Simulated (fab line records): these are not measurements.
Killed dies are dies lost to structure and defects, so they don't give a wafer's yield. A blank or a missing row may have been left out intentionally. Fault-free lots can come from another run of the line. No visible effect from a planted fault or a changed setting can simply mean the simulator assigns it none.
fab line records | flow n5_finfet
record: lots: 24 | wafers: 72 | last_day: 19
route steps=1938 shown BEOL_M4@1092 BEOL_M5@1116
lots with no fault: from the same line, run without faults
start_h: start of the lot's first displayed wafer, in hours after the record's first day | wait_h: how many hours have passed since the lot's step before this one | " repeats the value in the row above | L1.1+2: a row that stands for several wafers | - no value present, or no start provided | * or withheld: withheld | < > ~ a bound
route shown NAME@n: NAME is a module with steps in the file, n the number in the route of the first one | usual: mean/standard deviation taken from wafers without a fault | same: alike in all rows | chamber/n: place in a boat | sites: the reading at each site | _std_site: standard deviation across them | _edge_site: inner sites' mean taken away from outer sites' mean | radius_mm: how far each site lies from the wafer's centre | mask NAME#n: copy n | behind: tool/chamber where the wafer was last shaped | hold: the reason the lot was held/the length of the hold in hours/how it ended | device: names the non-switching transistor (n, p or np) | end of line: tests run on the same wafers once the route is complete | a step without rows: its recipe alone | killed: dies that structure and defects cost at the first sort, which is not the same as the wafer's yield | map: shows each die of a wafer: x if killed, . if not, _ if none is there
set.NAME: the setting as run; set.NAME@STEP: as run at that earlier step | model.NAME: the simulator's own value behind a step, which no gauge read
route steps across a sampled set of lots; one table per step, one row per wafer
== steps ==
step: N5_BEOL_M4_SPUTTER_88
recipe: material: Cu | target_thk_a: 45 | temp_c: -20 | chamber_pressure_pa: 0.07 | power_w: withheld | time_s: 8.29
usual: throttle_valve_pct: 29.9/1.5
lot.wafer | tool           | chamber | start_h | wait_h | throttle_valve_pct
L074.1    | pvd_sputter-03 | -       | 203.41  | 0.1    | 28.2
L074.3    | "              | -       | "       | "      | 30.8
L074.5    | "              | -       | "       | "      | 28.3
L075.1    | pvd_sputter-03 | -       | 206.99  | 0.1    | 28.3
L075.3    | "              | -       | "       | "      | 28.3
L075.6    | "              | -       | "       | "      | 28.1
L076.2    | pvd_sputter-01 | -       | 209.15  | 0.1    | 30.6
L076.3    | "              | -       | "       | "      | 31.2
L076.5    | "              | -       | "       | "      | 33.3
L077.2    | pvd_sputter-02 | -       | 215.35  | 0.1    | 30.1
L077.4    | "              | -       | "       | "      | 28.2
L077.6    | "              | -       | "       | "      | 31.3
L078.1    | pvd_sputter-03 | -       | 227.18  | 0.1    | 28.5
L078.4    | "              | -       | "       | "      | 30.9
L078.6    | "              | -       | "       | "      | 28.3
L079.1    | pvd_sputter-03 | -       | 230.12  | 0.1    | 28.4
L079.2    | "              | -       | "       | "      | 30.7
L079.4    | "              | -       | "       | "      | 29.7
L080.1    | pvd_sputter-02 | -       | 238.28  | 0.1    | 28.1
L080.3    | "              | -       | "       | "      | 29.9
L080.4    | "              | -       | "       | "      | 31.4
L081.2    | pvd_sputter-02 | -       | 241.04  | 0.1    | 30.2
L081.4    | "              | -       | "       | "      | 30.1
L081.6    | "              | -       | "       | "      | 27.9
L082.1    | pvd_sputter-02 | -       | 242.88  | 0.1    | 30.1
L082.4    | "              | -       | "       | "      | 30.0
L082.6    | "              | -       | "       | "      | 28.5
L085.2    | pvd_sputter-03 | -       | 249.92  | 0.1    | 28.2
L085.4    | "              | -       | "       | "      | 29.8
L085.6    | "              | -       | "       | "      | 29.8
L083.1    | pvd_sputter-03 | -       | 255.12  | 0.1    | 28.1
L083.2    | "              | -       | "       | "      | 28.2
L083.5    | "              | -       | "       | "      | 28.2
L084.2    | pvd_sputter-02 | -       | 271.50  | 0.1    | 30.2
L084.4    | "              | -       | "       | "      | 28.1
L084.5    | "              | -       | "       | "      | 30.9
L087.3    | pvd_sputter-01 | -       | 271.66  | 0.1    | 29.6
L087.4    | "              | -       | "       | "      | 30.3
L087.5    | "              | -       | "       | "      | 29.3
L086.2    | pvd_sputter-03 | -       | 272.90  | 0.1    | 30.8
L086.4    | "              | -       | "       | "      | 29.7
L086.5    | "              | -       | "       | "      | 31.0
L089.1    | pvd_sputter-01 | -       | 274.92  | 0.1    | 30.4
L089.2    | "              | -       | "       | "      | 33.3
L089.4    | "              | -       | "       | "      | 29.4
L088.1    | pvd_sputter-02 | -       | 289.63  | 0.1    | 30.4
L088.2    | "              | -       | "       | "      | 28.2
L088.5    | "              | -       | "       | "      | 30.3
L090.1    | pvd_sputter-03 | -       | 289.95  | 0.1    | 28.5
L090.4    | "              | -       | "       | "      | 28.0
L090.6    | "              | -       | "       | "      | 29.7
L091.1    | pvd_sputter-01 | -       | 305.43  | 0.1    | 30.3
L091.2    | "              | -       | "       | "      | 33.3
L091.4    | "              | -       | "       | "      | 31.1
L092.2    | pvd_sputter-03 | -       | 311.01  | 0.1    | 30.0
L092.3    | "              | -       | "       | "      | 28.4
L092.5    | "              | -       | "       | "      | 29.8
L094.3    | pvd_sputter-01 | -       | 313.44  | 0.1    | 33.2
L094.4    | "              | -       | "       | "      | 29.5
L094.5    | "              | -       | "       | "      | 30.6
L093.2    | pvd_sputter-02 | -       | 313.56  | 0.1    | 28.1
L093.4    | "              | -       | "       | "      | 30.1
L093.6    | "              | -       | "       | "      | 28.2
L095.1    | pvd_sputter-01 | -       | 319.65  | 0.1    | 30.3
L095.3    | "              | -       | "       | "      | 31.3
L095.4    | "              | -       | "       | "      | 33.5
L096.1    | pvd_sputter-03 | -       | 323.04  | 0.1    | 29.8
L096.3    | "              | -       | "       | "      | 28.1
L096.4    | "              | -       | "       | "      | 30.9
L097.1    | pvd_sputter-01 | -       | 340.84  | 0.1    | 33.4
L097.3    | "              | -       | "       | "      | 30.5
L097.6    | "              | -       | "       | "      | 29.5
step: N5_BEOL_M4_ANNEAL_91
recipe: temp_c: 400 | time_s: 240 | ambient: vacuum
usual: heater_power_w: 790/86 | susceptor_temp_C_max: 401.1/0.48
lot.wafer | tool           | chamber | start_h | wait_h | heater_power_w | susceptor_temp_C_max
L074.1    | pvd_sputter-03 | -       | 203.71  | 0.0    | 843            | 402.4
L074.3    | "              | -       | "       | "      | 746            | 401.0
L074.5    | "              | -       | "       | "      | 855            | 402.4
L075.1    | pvd_sputter-03 | -       | 207.29  | 0.0    | 838            | 400.5
L075.3    | "              | -       | "       | "      | 845            | 401.5
L075.6    | "              | -       | "       | "      | 810            | 400.4
L076.2    | pvd_sputter-01 | -       | 209.45  | 0.0    | 768            | 401.2
L076.3    | "              | -       | "       | "      | 648            | 401.7
L076.5    | "              | -       | "       | "      | 873            | 401.1
L077.2    | pvd_sputter-02 | -       | 215.65  | 0.0    | 855            | 401.3
L077.4    | "              | -       | "       | "      | 776            | 401.3
L077.6    | "              | -       | "       | "      | 649            | 402.1
L078.1    | pvd_sputter-03 | -       | 227.48  | 0.0    | 835            | 400.6
L078.4    | "              | -       | "       | "      | 744            | 401.9
L078.6    | "              | -       | "       | "      | 829            | 400.7
L079.1    | pvd_sputter-03 | -       | 230.42  | 0.0    | 804            | 400.6
L079.2    | "              | -       | "       | "      | 751            | 401.4
L079.4    | "              | -       | "       | "      | 762            | 401.1
L080.1    | pvd_sputter-02 | -       | 238.58  | 0.0    | 795            | 401.0
L080.3    | "              | -       | "       | "      | 757            | 400.8
L080.4    | "              | -       | "       | "      | 642            | 401.8
L081.2    | pvd_sputter-02 | -       | 241.34  | 0.0    | 874            | 401.6
L081.4    | "              | -       | "       | "      | 752            | 400.5
L081.6    | "              | -       | "       | "      | 791            | 401.2
L082.1    | pvd_sputter-02 | -       | 243.18  | 0.0    | 747            | 400.2
L082.4    | "              | -       | "       | "      | 872            | 400.8
L082.6    | "              | -       | "       | "      | 768            | 401.1
L085.2    | pvd_sputter-03 | -       | 250.22  | 0.0    | 817            | 400.7
L085.4    | "              | -       | "       | "      | 765            | 400.8
L085.6    | "              | -       | "       | "      | 766            | 400.6
L083.1    | pvd_sputter-03 | -       | 255.42  | 0.0    | 813            | 401.0
L083.2    | "              | -       | "       | "      | 856            | 401.4
L083.5    | "              | -       | "       | "      | 819            | 400.8
L084.2    | pvd_sputter-02 | -       | 271.84  | 0.0    | 760            | 400.4
L084.4    | "              | -       | "       | "      | 831            | 401.4
L084.5    | "              | -       | "       | "      | 670            | 401.1
L087.3    | pvd_sputter-01 | -       | 271.96  | 0.0    | 941            | 400.7
L087.4    | "              | -       | "       | "      | 752            | 401.4
L087.5    | "              | -       | "       | "      | 969            | 400.7
L086.2    | pvd_sputter-03 | -       | 273.20  | 0.0    | 742            | 400.8
L086.4    | "              | -       | "       | "      | 738            | 401.0
L086.5    | "              | -       | "       | "      | 742            | 401.3
L089.1    | pvd_sputter-01 | -       | 275.22  | 0.0    | 747            | 401.2
L089.2    | "              | -       | "       | "      | 884            | 400.7
L089.4    | "              | -       | "       | "      | 966            | 400.5
L088.1    | pvd_sputter-02 | -       | 289.93  | 0.0    | 752            | 400.7
L088.2    | "              | -       | "       | "      | 787            | 400.7
L088.5    | "              | -       | "       | "      | 750            | 400.7
L090.1    | pvd_sputter-03 | -       | 290.25  | 0.0    | 788            | 400.6
L090.4    | "              | -       | "       | "      | 855            | 402.2
L090.6    | "              | -       | "       | "      | 751            | 400.4
L091.1    | pvd_sputter-01 | -       | 305.73  | 0.0    | 762            | 401.6
L091.2    | "              | -       | "       | "      | 892            | 400.7
L091.4    | "              | -       | "       | "      | 645            | 401.0
L092.2    | pvd_sputter-03 | -       | 311.31  | 0.0    | 762            | 400.2
L092.3    | "              | -       | "       | "      | 834            | 401.8
L092.5    | "              | -       | "       | "      | 737            | 400.4
L094.3    | pvd_sputter-01 | -       | 313.74  | 0.0    | 889            | 401.1
L094.4    | "              | -       | "       | "      | 978            | 401.3
L094.5    | "              | -       | "       | "      | 762            | 401.1
L093.2    | pvd_sputter-02 | -       | 313.86  | 0.0    | 788            | 401.4
L093.4    | "              | -       | "       | "      | 870            | 400.9
L093.6    | "              | -       | "       | "      | 799            | 401.4
L095.1    | pvd_sputter-01 | -       | 319.95  | 0.0    | 737            | 401.8
L095.3    | "              | -       | "       | "      | 633            | 401.3
L095.4    | "              | -       | "       | "      | 887            | 400.5
L096.1    | pvd_sputter-03 | -       | 323.34  | 0.0    | 741            | 400.7
L096.3    | "              | -       | "       | "      | 848            | 401.6
L096.4    | "              | -       | "       | "      | 744            | 401.1
L097.1    | pvd_sputter-01 | -       | 341.14  | 0.0    | 883            | 400.7
L097.3    | "              | -       | "       | "      | 733            | 401.5
L097.6    | "              | -       | "       | "      | 938            | 400.3
step: N5_BEOL_M4_ANNEAL_93
recipe: temp_c: 400 | time_s: 240 | ambient: vacuum
usual: heater_power_w: 791/86 | susceptor_temp_C_max: 401.1/0.51
lot.wafer | tool           | chamber | start_h | wait_h | heater_power_w | susceptor_temp_C_max
L074.1    | pvd_sputter-03 | -       | 203.93  | 0.0    | 847            | 401.4
L074.3    | "              | -       | "       | "      | 743            | 400.6
L074.5    | "              | -       | "       | "      | 853            | 401.5
L075.1    | pvd_sputter-03 | -       | 207.51  | 0.0    | 831            | 400.4
L075.3    | "              | -       | "       | "      | 846            | 401.9
L075.6    | "              | -       | "       | "      | 809            | 400.5
L076.2    | pvd_sputter-01 | -       | 209.67  | 0.0    | 741            | 401.1
L076.3    | "              | -       | "       | "      | 644            | 401.4
L076.5    | "              | -       | "       | "      | 886            | 400.5
L077.2    | pvd_sputter-02 | -       | 215.87  | 0.0    | 874            | 401.5
L077.4    | "              | -       | "       | "      | 774            | 401.3
L077.6    | "              | -       | "       | "      | 665            | 401.6
L078.1    | pvd_sputter-03 | -       | 227.70  | 0.0    | 824            | 400.2
L078.4    | "              | -       | "       | "      | 750            | 400.9
L078.6    | "              | -       | "       | "      | 829            | 400.5
L079.1    | pvd_sputter-03 | -       | 230.64  | 0.0    | 815            | 401.1
L079.2    | "              | -       | "       | "      | 748            | 401.1
L079.4    | "              | -       | "       | "      | 767            | 400.3
L080.1    | pvd_sputter-02 | -       | 238.80  | 0.0    | 778            | 401.0
L080.3    | "              | -       | "       | "      | 755            | 400.6
L080.4    | "              | -       | "       | "      | 655            | 402.0
L081.2    | pvd_sputter-02 | -       | 241.56  | 0.0    | 850            | 401.2
L081.4    | "              | -       | "       | "      | 739            | 400.4
L081.6    | "              | -       | "       | "      | 804            | 401.1
L082.1    | pvd_sputter-02 | -       | 243.40  | 0.0    | 756            | 400.8
L082.4    | "              | -       | "       | "      | 858            | 401.0
L082.6    | "              | -       | "       | "      | 785            | 401.3
L085.2    | pvd_sputter-03 | -       | 250.44  | 0.0    | 823            | 401.0
L085.4    | "              | -       | "       | "      | 748            | 400.6
L085.6    | "              | -       | "       | "      | 747            | 401.1
L083.1    | pvd_sputter-03 | -       | 255.64  | 0.0    | 827            | 400.7
L083.2    | "              | -       | "       | "      | 855            | 402.7
L083.5    | "              | -       | "       | "      | 803            | 400.6
L084.2    | pvd_sputter-02 | -       | 272.08  | 0.0    | 745            | 400.5
L084.4    | "              | -       | "       | "      | 799            | 401.3
L084.5    | "              | -       | "       | "      | 664            | 401.8
L087.3    | pvd_sputter-01 | -       | 272.18  | 0.0    | 944            | 400.2
L087.4    | "              | -       | "       | "      | 750            | 401.8
L087.5    | "              | -       | "       | "      | 972            | 400.7
L086.2    | pvd_sputter-03 | -       | 273.42  | 0.0    | 750            | 401.8
L086.4    | "              | -       | "       | "      | 738            | 400.7
L086.5    | "              | -       | "       | "      | 751            | 401.3
L089.1    | pvd_sputter-01 | -       | 275.44  | 0.0    | 736            | 401.3
L089.2    | "              | -       | "       | "      | 889            | 401.3
L089.4    | "              | -       | "       | "      | 978            | 400.6
L088.1    | pvd_sputter-02 | -       | 290.15  | 0.0    | 763            | 401.0
L088.2    | "              | -       | "       | "      | 799            | 401.4
L088.5    | "              | -       | "       | "      | 758            | 401.0
L090.1    | pvd_sputter-03 | -       | 290.47  | 0.0    | 805            | 400.6
L090.4    | "              | -       | "       | "      | 835            | 401.6
L090.6    | "              | -       | "       | "      | 753            | 400.6
L091.1    | pvd_sputter-01 | -       | 305.95  | 0.0    | 758            | 400.9
L091.2    | "              | -       | "       | "      | 926            | 400.8
L091.4    | "              | -       | "       | "      | 657            | 401.6
L092.2    | pvd_sputter-03 | -       | 311.53  | 0.0    | 764            | 400.6
L092.3    | "              | -       | "       | "      | 847            | 401.8
L092.5    | "              | -       | "       | "      | 764            | 400.4
L094.3    | pvd_sputter-01 | -       | 313.96  | 0.0    | 888            | 401.0
L094.4    | "              | -       | "       | "      | 961            | 400.4
L094.5    | "              | -       | "       | "      | 773            | 401.3
L093.2    | pvd_sputter-02 | -       | 314.08  | 0.0    | 817            | 401.0
L093.4    | "              | -       | "       | "      | 875            | 401.7
L093.6    | "              | -       | "       | "      | 788            | 401.5
L095.1    | pvd_sputter-01 | -       | 320.17  | 0.0    | 757            | 401.6
L095.3    | "              | -       | "       | "      | 655            | 401.3
L095.4    | "              | -       | "       | "      | 887            | 400.6
L096.1    | pvd_sputter-03 | -       | 323.56  | 0.0    | 765            | 400.6
L096.3    | "              | -       | "       | "      | 855            | 401.2
L096.4    | "              | -       | "       | "      | 753            | 401.3
L097.1    | pvd_sputter-01 | -       | 341.36  | 0.0    | 890            | 400.8
L097.3    | "              | -       | "       | "      | 766            | 401.2
L097.6    | "              | -       | "       | "      | 957            | 400.2
step: N5_BEOL_M4_SPUTTER_96
recipe: material: Cu | target_thk_a: 45 | temp_c: -20 | chamber_pressure_pa: 0.07 | power_w: withheld | time_s: 8.29
usual: throttle_valve_pct: 29.9/1.5
lot.wafer | tool           | chamber | start_h | wait_h | throttle_valve_pct
L074.1    | pvd_sputter-03 | -       | 204.29  | 0.1    | 28.2
L074.3    | "              | -       | "       | "      | 30.7
L074.5    | "              | -       | "       | "      | 28.2
L075.1    | pvd_sputter-03 | -       | 207.87  | 0.1    | 28.2
L075.3    | "              | -       | "       | "      | 28.2
L075.6    | "              | -       | "       | "      | 28.4
L076.2    | pvd_sputter-01 | -       | 210.03  | 0.1    | 30.6
L076.3    | "              | -       | "       | "      | 31.0
L076.5    | "              | -       | "       | "      | 33.3
L077.2    | pvd_sputter-02 | -       | 216.23  | 0.1    | 30.0
L077.4    | "              | -       | "       | "      | 27.9
L077.6    | "              | -       | "       | "      | 30.8
L078.1    | pvd_sputter-03 | -       | 228.06  | 0.1    | 28.2
L078.4    | "              | -       | "       | "      | 30.7
L078.6    | "              | -       | "       | "      | 28.2
L079.1    | pvd_sputter-03 | -       | 231.00  | 0.1    | 28.2
L079.2    | "              | -       | "       | "      | 30.7
L079.4    | "              | -       | "       | "      | 29.7
L080.1    | pvd_sputter-02 | -       | 239.16  | 0.1    | 27.9
L080.3    | "              | -       | "       | "      | 30.2
L080.4    | "              | -       | "       | "      | 30.9
L081.2    | pvd_sputter-02 | -       | 241.92  | 0.1    | 30.0
L081.4    | "              | -       | "       | "      | 30.4
L081.6    | "              | -       | "       | "      | 28.0
L082.1    | pvd_sputter-02 | -       | 243.76  | 0.1    | 30.2
L082.4    | "              | -       | "       | "      | 30.0
L082.6    | "              | -       | "       | "      | 28.0
L085.2    | pvd_sputter-03 | -       | 250.80  | 0.1    | 28.1
L085.4    | "              | -       | "       | "      | 30.0
L085.6    | "              | -       | "       | "      | 30.0
L083.1    | pvd_sputter-03 | -       | 256.00  | 0.1    | 28.2
L083.2    | "              | -       | "       | "      | 28.1
L083.5    | "              | -       | "       | "      | 28.3
L084.2    | pvd_sputter-02 | -       | 272.49  | 0.1    | 30.1
L084.4    | "              | -       | "       | "      | 27.9
L084.5    | "              | -       | "       | "      | 31.0
L087.3    | pvd_sputter-01 | -       | 272.54  | 0.1    | 29.2
L087.4    | "              | -       | "       | "      | 30.6
L087.5    | "              | -       | "       | "      | 29.4
L086.2    | pvd_sputter-03 | -       | 273.78  | 0.1    | 30.7
L086.4    | "              | -       | "       | "      | 29.8
L086.5    | "              | -       | "       | "      | 30.8
L089.1    | pvd_sputter-01 | -       | 275.80  | 0.1    | 30.5
L089.2    | "              | -       | "       | "      | 33.3
L089.4    | "              | -       | "       | "      | 29.3
L088.1    | pvd_sputter-02 | -       | 290.51  | 0.1    | 30.1
L088.2    | "              | -       | "       | "      | 28.0
L088.5    | "              | -       | "       | "      | 30.1
L090.1    | pvd_sputter-03 | -       | 290.83  | 0.1    | 28.4
L090.4    | "              | -       | "       | "      | 28.0
L090.6    | "              | -       | "       | "      | 29.9
L091.1    | pvd_sputter-01 | -       | 306.31  | 0.1    | 30.3
L091.2    | "              | -       | "       | "      | 33.1
L091.4    | "              | -       | "       | "      | 31.6
L092.2    | pvd_sputter-03 | -       | 311.89  | 0.1    | 29.6
L092.3    | "              | -       | "       | "      | 28.2
L092.5    | "              | -       | "       | "      | 29.8
L094.3    | pvd_sputter-01 | -       | 314.32  | 0.1    | 33.1
L094.4    | "              | -       | "       | "      | 29.3
L094.5    | "              | -       | "       | "      | 30.5
L093.2    | pvd_sputter-02 | -       | 314.44  | 0.1    | 27.8
L093.4    | "              | -       | "       | "      | 30.2
L093.6    | "              | -       | "       | "      | 28.0
L095.1    | pvd_sputter-01 | -       | 320.53  | 0.1    | 30.7
L095.3    | "              | -       | "       | "      | 31.3
L095.4    | "              | -       | "       | "      | 33.3
L096.1    | pvd_sputter-03 | -       | 323.92  | 0.1    | 29.7
L096.3    | "              | -       | "       | "      | 28.1
L096.4    | "              | -       | "       | "      | 30.8
L097.1    | pvd_sputter-01 | -       | 341.72  | 0.1    | 33.3
L097.3    | "              | -       | "       | "      | 30.6
L097.6    | "              | -       | "       | "      | 29.3
step: N5_BEOL_M5_HM_DEP_02
recipe: material: TiN | target_thk_a: 200 | temp_c: 25 | chamber_pressure_pa: 0.49996
usual: throttle_valve_pct: 30.3/1.5
lot.wafer | tool           | chamber | start_h | wait_h | throttle_valve_pct
L074.1    | pvd_sputter-02 | -       | 208.73  | 1.4    | 28.2
L074.3    | "              | -       | "       | "      | 30.9
L074.5    | "              | -       | "       | "      | 28.2
L075.1    | pvd_sputter-03 | -       | 212.01  | 1.5    | 30.8
L075.3    | "              | -       | "       | "      | 29.8
L075.6    | "              | -       | "       | "      | 28.4
L076.2    | pvd_sputter-03 | -       | 212.93  | 0.2    | 28.0
L076.3    | "              | -       | "       | "      | 29.9
L076.5    | "              | -       | "       | "      | 30.7
L077.2    | pvd_sputter-02 | -       | 221.39  | 2.5    | 31.2
L077.4    | "              | -       | "       | "      | 30.3
L077.6    | "              | -       | "       | "      | 30.2
L078.1    | pvd_sputter-03 | -       | 232.02  | 1.3    | 29.7
L078.4    | "              | -       | "       | "      | 27.9
L078.6    | "              | -       | "       | "      | 28.1
L079.1    | pvd_sputter-01 | -       | 235.79  | 1.6    | 29.2
L079.2    | "              | -       | "       | "      | 30.3
L079.4    | "              | -       | "       | "      | 31.5
L080.1    | pvd_sputter-01 | -       | 242.99  | 1.1    | 31.4
L080.3    | "              | -       | "       | "      | 33.3
L080.4    | "              | -       | "       | "      | 30.5
L081.2    | pvd_sputter-03 | -       | 244.92  | 0.3    | 28.4
L081.4    | "              | -       | "       | "      | 28.5
L081.6    | "              | -       | "       | "      | 28.2
L082.1    | pvd_sputter-03 | -       | 247.48  | 1.0    | 30.1
L082.4    | "              | -       | "       | "      | 30.9
L082.6    | "              | -       | "       | "      | 28.1
L085.2    | pvd_sputter-01 | -       | 254.17  | 0.7    | 33.3
L085.4    | "              | -       | "       | "      | 31.3
L085.6    | "              | -       | "       | "      | 29.4
L083.1    | pvd_sputter-01 | -       | 258.88  | 0.0    | 33.3
L083.2    | "              | -       | "       | "      | 31.2
L083.5    | "              | -       | "       | "      | 31.2
L084.2    | pvd_sputter-01 | -       | 275.96  | 0.8    | 33.1
L084.4    | "              | -       | "       | "      | 30.4
L084.5    | "              | -       | "       | "      | 33.1
L087.3    | pvd_sputter-01 | -       | 276.06  | 0.8    | 30.5
L087.4    | "              | -       | "       | "      | 33.5
L087.5    | "              | -       | "       | "      | 32.9
L086.2    | pvd_sputter-01 | -       | 276.63  | 0.2    | 29.2
L086.4    | "              | -       | "       | "      | 31.3
L086.5    | "              | -       | "       | "      | 33.4
L089.1    | pvd_sputter-01 | -       | 279.19  | 0.1    | 29.5
L089.2    | "              | -       | "       | "      | 30.4
L089.4    | "              | -       | "       | "      | 31.0
L088.1    | pvd_sputter-02 | -       | 294.42  | 0.4    | 30.3
L088.2    | "              | -       | "       | "      | 28.0
L088.5    | "              | -       | "       | "      | 30.0
L090.1    | pvd_sputter-03 | -       | 295.22  | 0.6    | 28.3
L090.4    | "              | -       | "       | "      | 30.1
L090.6    | "              | -       | "       | "      | 30.6
L091.1    | pvd_sputter-01 | -       | 310.84  | 1.1    | 31.2
L091.2    | "              | -       | "       | "      | 29.3
L091.4    | "              | -       | "       | "      | 33.4
L092.2    | pvd_sputter-03 | -       | 315.16  | 0.1    | 28.4
L092.3    | "              | -       | "       | "      | 30.7
L092.5    | "              | -       | "       | "      | 30.6
L093.2    | pvd_sputter-01 | -       | 320.81  | 3.5    | 33.2
L093.4    | "              | -       | "       | "      | 30.7
L093.6    | "              | -       | "       | "      | 29.1
L094.3    | pvd_sputter-01 | -       | 321.01  | 3.5    | 30.5
L094.4    | "              | -       | "       | "      | 29.3
L094.5    | "              | -       | "       | "      | 31.1
L095.1    | pvd_sputter-01 | -       | 324.55  | 0.8    | 30.6
L095.3    | "              | -       | "       | "      | 29.5
L095.4    | "              | -       | "       | "      | 29.3
L096.1    | pvd_sputter-02 | -       | 326.73  | 0.1    | 30.8
L096.3    | "              | -       | "       | "      | 30.1
L096.4    | "              | -       | "       | "      | 30.3
L097.1    | pvd_sputter-02 | -       | 346.78  | 2.2    | 30.9
L097.3    | "              | -       | "       | "      | 30.0
L097.6    | "              | -       | "       | "      | 30.0
step: N5_BEOL_M5_OVL_MEAS_29
recipe: points_per_wafer: 522
usual: V4_OVL: -0.3/0.68
lot.wafer | tool       | chamber | start_h | wait_h | V4_OVL[nm]
L074.1    | overlay-01 | 0       | 212.78  | 0.0    | -1.9
L074.3    | "          | 0       | "       | "      | -0.2
L074.5    | "          | 0       | "       | "      | -1.4
L076.2    | overlay-02 | 0       | 216.27  | 0.0    | 0.1
L076.3    | "          | 0       | "       | "      | 0.8
L076.5    | "          | 0       | "       | "      | -0.9
L075.1    | overlay-02 | 0       | 216.36  | 0.0    | 0.8
L075.3    | "          | 0       | "       | "      | -1.1
L075.6    | "          | 0       | "       | "      | -1.7
L077.2    | overlay-01 | 0       | 224.54  | 0.0    | -0.2
L077.4    | "          | 0       | "       | "      | -1.0
L077.6    | "          | 0       | "       | "      | -0.9
L078.1    | overlay-02 | 0       | 235.14  | 0.0    | -0.3
L078.4    | "          | 0       | "       | "      | -0.6
L078.6    | "          | 0       | "       | "      | 0.1
L079.1    | overlay-02 | 0       | 238.54  | 0.0    | 0.5
L079.2    | "          | 0       | "       | "      | -0.3
L079.4    | "          | 0       | "       | "      | -0.4
L080.1    | overlay-02 | 0       | 245.60  | 0.0    | 0.6
L080.3    | "          | 0       | "       | "      | 0.0
L080.4    | "          | 0       | "       | "      | 0.2
L081.2    | overlay-01 | 0       | 246.74  | 0.0    | -0.2
L081.4    | "          | 0       | "       | "      | -0.5
L081.6    | "          | 0       | "       | "      | 0.0
L082.1    | overlay-01 | 0       | 252.36  | 0.0    | 0.3
L082.4    | "          | 0       | "       | "      | 0.4
L082.6    | "          | 0       | "       | "      | 0.0
L085.2    | overlay-02 | 0       | 256.19  | 0.0    | -0.7
L085.4    | "          | 0       | "       | "      | -1.2
L085.6    | "          | 0       | "       | "      | -0.5
L083.1    | overlay-01 | 0       | 261.78  | 0.0    | 0.0
L083.2    | "          | 0       | "       | "      | -0.1
L083.5    | "          | 0       | "       | "      | -0.9
L084.2    | overlay-02 | 0       | 277.32  | 0.0    | 0.0
L084.4    | "          | 0       | "       | "      | -0.8
L084.5    | "          | 0       | "       | "      | -0.7
L087.3    | overlay-02 | 0       | 278.39  | 0.0    | 0.0
L087.4    | "          | 0       | "       | "      | -1.3
L087.5    | "          | 0       | "       | "      | -0.1
L089.1    | overlay-01 | 0       | 281.29  | 0.0    | 1.2
L089.2    | "          | 0       | "       | "      | 0.0
L089.4    | "          | 0       | "       | "      | -0.9
L086.2    | overlay-02 | 0       | 281.35  | 0.0    | -0.6
L086.4    | "          | 0       | "       | "      | -0.4
L086.5    | "          | 0       | "       | "      | -0.7
L088.1    | overlay-01 | 0       | 295.87  | 0.0    | -0.7
L088.2    | "          | 0       | "       | "      | 0.4
L088.5    | "          | 0       | "       | "      | -0.4
L090.1    | overlay-01 | 0       | 296.74  | 0.0    | -1.7
L090.4    | "          | 0       | "       | "      | -0.7
L090.6    | "          | 0       | "       | "      | -1.1
L091.1    | overlay-01 | 0       | 314.63  | 0.0    | 0.3
L091.2    | "          | 0       | "       | "      | 0.7
L091.4    | "          | 0       | "       | "      | 1.1
L092.2    | overlay-01 | 0       | 320.67  | 0.0    | 0.0
L092.3    | "          | 0       | "       | "      | -0.7
L092.5    | "          | 0       | "       | "      | 0.1
L094.3    | overlay-02 | 0       | 324.05  | 0.0    | -1.1
L094.4    | "          | 0       | "       | "      | -1.0
L094.5    | "          | 0       | "       | "      | -0.1
L093.2    | overlay-01 | 0       | 324.22  | 0.0    | -0.1
L093.4    | "          | 0       | "       | "      | 0.0
L093.6    | "          | 0       | "       | "      | -0.1
L095.1    | overlay-01 | 0       | 329.24  | 0.0    | -0.5
L095.3    | "          | 0       | "       | "      | 0.0
L095.4    | "          | 0       | "       | "      | -0.1
L096.1    | overlay-02 | 0       | 329.41  | 0.0    | 0.3
L096.3    | "          | 0       | "       | "      | 0.5
L096.4    | "          | 0       | "       | "      | 0.0
L097.1    | overlay-02 | 0       | 350.17  | 0.0    | 0.4
L097.3    | "          | 0       | "       | "      | 0.1
L097.6    | "          | 0       | "       | "      | -0.7
== key ==
fault none
